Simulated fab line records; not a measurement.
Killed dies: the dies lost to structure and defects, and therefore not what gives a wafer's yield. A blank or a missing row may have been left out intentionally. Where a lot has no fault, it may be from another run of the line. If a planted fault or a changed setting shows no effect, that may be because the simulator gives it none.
What tool caused it? -- flow nandHarc -- 12 lots (36 wafers sampled), 1 step of a 1302-step route

== WHAT THE GAUGES READ, wafer by wafer ==
NHARC_A_CONTACT_INSPECT_44.
lot,measured,on,rawDefectCount
L077,day 22 04:32,defectInspect-02,106 123 114
L076,day 22 05:01,defectInspect-02,46 54 49
L079,day 23 14:23,defectInspect-01,49 65 55
L081,day 25 01:07,defectInspect-01,29 17 23
L083,day 25 11:12,defectInspect-01,77 88 78
L086,day 25 21:05,defectInspect-01,86 79 80
L088,day 27 05:19,defectInspect-02,47 54 56
L087,day 27 12:22,defectInspect-01,82 74 75
L090,day 28 16:17,defectInspect-02,142 146 141
L093,day 29 09:31,defectInspect-01,148 145 140
L095,day 30 02:20,defectInspect-02,58 59 55
L096,day 31 05:44,defectInspect-02,46 37 46

== TOOL THAT RAN EACH LOT (tool first, then ch and the chambers of the sampled wafers, then the start) ==
The record shows no process step preceding these readings.

== THE ANSWER, worked out from the rows above alone ==
Rule: what is usual is taken from the lots themselves. Put in order of their means at a reading, lots are off if they are a third of the lots or fewer, leave a main group of 4 or more, and stand apart from it by a gap of 3 or more times the standard deviation of the main group's means; of several such gaps the widest counts. If all means in a main group match to the digits the tables above print for the reading, that group is not used. A lot without any number at a reading at which 4 lots or more have one is off too. Where the step has rows for the other lots, those lots are counted as sound.
None of the lots is off at any reading shown; this tells nothing.

== WHAT HAD BEEN PUT IN BY THE SIMULATOR ==
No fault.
